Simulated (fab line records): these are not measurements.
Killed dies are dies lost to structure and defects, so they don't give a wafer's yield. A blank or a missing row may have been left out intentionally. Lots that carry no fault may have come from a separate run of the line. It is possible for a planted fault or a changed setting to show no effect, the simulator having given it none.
Chamber matching :: flow n5 finfet :: rie diel-05 running N5_FIN_SAQP_SPACER1_ETCHBACK_25: 4 sister chambers
The step etches SiO2 in CHF3/O2, target depth 24.4 nm, time 12.2 s. 4 wafers are shown with their chamber, then 10 later ones without.

## EACH WAFER AND ITS CHAMBER
wafer: L083.6
chamber: 2
drypump motor current A (A): 6.3

wafer: L085.5
chamber: 1
drypump motor current A (A): 5.4

wafer: L090.1
chamber: 0
drypump motor current A (A): 5.2

wafer: L090.4
chamber: 3
drypump motor current A (A): 4.8

## WAFERS WITH NO CHAMBER GIVEN
wafer: L090.5
drypump motor current A (A): 4.8

wafer: L091.2
drypump motor current A (A): 5.2

wafer: L091.3
drypump motor current A (A): 4.8

wafer: L091.5
drypump motor current A (A): 5.2

wafer: L096.1
drypump motor current A (A): 5.4

wafer: L096.2
drypump motor current A (A): 5.2

wafer: L096.4
drypump motor current A (A): 6.2

wafer: L097.3
drypump motor current A (A): 6.2

wafer: L097.4
drypump motor current A (A): 4.8

wafer: L097.6
drypump motor current A (A): 5.2

## WHICH CHAMBER EACH ONE RAN IN
wafer: L090.5
from the rows above: 3
in truth: 3

wafer: L091.2
from the rows above: 0
in truth: 0

wafer: L091.3
from the rows above: 3
in truth: 3

wafer: L091.5
from the rows above: 0
in truth: 0

wafer: L096.1
from the rows above: 1
in truth: 1

wafer: L096.2
from the rows above: 0
in truth: 0

wafer: L096.4
from the rows above: 2
in truth: 2

wafer: L097.3
from the rows above: 2
in truth: 2

wafer: L097.4
from the rows above: 3
in truth: 3

wafer: L097.6
from the rows above: 0
in truth: 0
Correct placement for 10 of the 10. From these rows, 0 cannot be placed. 0 placed wrongly.
How it was worked out, from the rows above alone: a wafer's distance from a chamber is the root of the sum, over the readings, of the square of ((its reading less the chamber's mean) divided by the reading's scatter). The wafer belongs to the nearest chamber; if the next one is less than 2 further off, it can't be placed. A chamber's mean is the mean of its shown wafers. The scatter: root of mean squared gap, hidden wafer to nearest shown wafer, with one shown wafer a chamber.
